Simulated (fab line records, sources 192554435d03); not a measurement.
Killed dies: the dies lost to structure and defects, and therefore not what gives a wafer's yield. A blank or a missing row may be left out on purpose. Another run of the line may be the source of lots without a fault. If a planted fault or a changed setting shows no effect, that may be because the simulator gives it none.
Comparing a struck lot with a sound one -- flow n5-finfet -- 16 out of 1938 route steps
Sound: these wafers, L836.1, L836.4, L836.5. The struck wafers were L840.2, L840.3. At the end, the cause is stated.
Per side, at each step with rows, come the tool, then ch with its chambers, and then its first start. Under that, the readings that differ: sound wafers -- struck wafers -- difference of the means -- sigmas: that difference in standard deviations of wafers without a fault.
alike: same words and numbers on both sides, and readings whose means sit less than 2 such deviations apart. not compared: any withheld reading, any reading some wafer has no value for, any bound like >300 that may hide the same value, and any number with overlapping values for which the record gives no deviation.
Wherever a step has rows on one side only, a row that says differs or no value, or a row with sigmas, the two part there. Non-overlapping numbers with no deviation appear without sigmas and do not part them. Lack of a reading on every wafer of one side parts them only where that side has two or more wafers.

first, 3 steps without rows for these wafers: N5_FIN_SAQP_EXPOSE_13 (exposes mask FIN CORE, target cd 35.6 nm); N5_FIN_SAQP_PEB_14 (peb time 60 s); N5_FIN_SAQP_DEVELOP_15 (develop time 30 s).
N5_FIN_SAQP_CD_MEAS_16: the cd target is 35.6 nm.
  sound on cd-sem-03 ch 0, day 3 15:04; struck on cd-sem-02 ch 0, day 4 16:08
  alike: cd-nm
N5_FIN_SAQP_OVL_MEAS_17:
  sound on overlay-01 ch 0, day 3 15:06; struck on overlay-01 ch 0, day 4 16:11
  alike: FIN_CORE_OVL
N5_FIN_SAQP_INSPECT_18: inspects for defects (brightfield).
  sound on defect-inspect-02, day 3 15:07; struck on defect-inspect-01, day 4 16:12
reading,sound,struck,difference,sigmas
raw-defect-count,443 496 654,331 304,-214,-2
N5_FIN_SAQP_DESCUM_21: chemistry O2, time 7.9 s.
  sound on rie-diel-03 ch 1,3, day 3 15:10; struck on rie-diel-02 ch 0,2, day 4 16:14
  alike: drypump-motor-current-A, oes-product-au, rf-vpp-V, showerhead-plenum-p-Torr, throttle-valve-pct
  not compared: rf-hours-counter-h
N5_FIN_SAQP_ETCH_51: etches SiARC in CF4, target depth 45.5 nm, time 75.8 s.
  sound on rie-diel-03 ch 1,3, day 3 15:11; struck on rie-diel-02 ch 0,2, day 4 16:16
  alike: drypump-motor-current-A, etch-rf-on-time-s, oes-product-au, rf-vpp-V, showerhead-plenum-p-Torr, throttle-valve-pct
  not compared: rf-hours-counter-h
N5_FIN_SAQP_ETCH_52: etches SOC in N2/H2, target depth 100 nm, overetch 20 nm, time 150 s.
  sound on rie-diel-03 ch 1,3, day 3 15:15; struck on rie-diel-02 ch 0,2, day 4 16:20
  alike: drypump-motor-current-A, oes-product-au, rf-vpp-V, showerhead-plenum-p-Torr, throttle-valve-pct
  not compared: rf-hours-counter-h
then, 1 step without rows for these wafers: N5_FIN_SAQP_STRIP_53 (strips in N2/H2).
N5_FIN_SAQP_HM_OPEN_73: chemistry CHF3/O2, target SiO2, stops on a-Si, target depth 12 nm, time 16.8 s.
  sound on rie-diel-03 ch 1,3, day 3 15:22; struck on rie-diel-02 ch 0,2, day 4 16:26
  alike: CHF3_flow_sccm, drypump-motor-current-A, oes-product-au, rf-vpp-V, showerhead-plenum-p-Torr, throttle-valve-pct
  not compared: rf-hours-counter-h
then, 1 step without rows for these wafers: N5_FIN_SAQP_STRIP_74 (strips in CHF3/O2).
N5_FIN_SAQP_MANDREL_ETCH_22: etches a-Si in HBr/Cl2, stops on SiNx, target depth 60 nm, bt time 10 s, time 30 s.
  sound on rie-si-06 ch 1,3, day 3 15:26; struck on rie-si-01 ch 1,3, day 4 16:31
reading,sound,struck,difference,sigmas
over-etch-frac,0.5 0.5 0.5,0.49005 0.49005,-0.00995,
  alike: drypump-motor-current-A, oes-product-au, throttle-valve-pct
  not compared: rf-hours-counter-h
N5_FIN_SAQP_STRIP_55: strips in N2/H2.
  sound on rie-diel-05 ch 0,1,3, day 3 15:32; struck on rie-diel-05 ch 0,3, day 4 16:38
  alike: drypump-motor-current-A, oes-product-au, rf-vpp-V, showerhead-plenum-p-Torr, throttle-valve-pct
  not compared: rf-hours-counter-h
-- the record jumps here: 10 days lie between the struck wafers' starts before and after (it left off in module FIN_SAQP and takes up again in module BEOL_M4, whose first step shown is number 1111 of the route) --
N5_BEOL_M4_RC_MEAS_101:
  sound on prober-01 ch 0, day 12 13:43; struck on prober-01 ch 0, day 14 07:56
  alike: DIBL_N, DIBL_P, IOFF_N, IOFF_P, ION_N, ION_P, SS_N, SS_P, VT_N, VT_P
-- here the record skips 4 days between the struck wafers' starts before and after, leaving off in module BEOL_M4 and picking up in module PASSIVATION (first step shown: number 1936 of the route) --
N5_PASSIVATION_PROBE_49:
  sound on prober-02, day 17 01:43; struck on prober-01, day 18 15:03
  alike: defect-limited-yield, killed_at_M0_to_M3, killed_at_M4_up, killed-at-contacts, killed-at-front-end, killed-at-other, killed-dies, killed-open, killed-short, sort_bin_5_function, sort_bin_6_memory, sort-n-pass, sort-yield-pct

## WHERE THEY PART
Only at N5_FIN_SAQP_INSPECT_18, within this record. Later steps at which nothing parts them and some readings are alike: N5_FIN_SAQP_DESCUM_21, N5_FIN_SAQP_ETCH_51, N5_FIN_SAQP_ETCH_52, N5_FIN_SAQP_HM_OPEN_73, N5_FIN_SAQP_MANDREL_ETCH_22, N5_FIN_SAQP_STRIP_55, N5_BEOL_M4_RC_MEAS_101, N5_PASSIVATION_PROBE_49.

WHY: what the simulator had put in
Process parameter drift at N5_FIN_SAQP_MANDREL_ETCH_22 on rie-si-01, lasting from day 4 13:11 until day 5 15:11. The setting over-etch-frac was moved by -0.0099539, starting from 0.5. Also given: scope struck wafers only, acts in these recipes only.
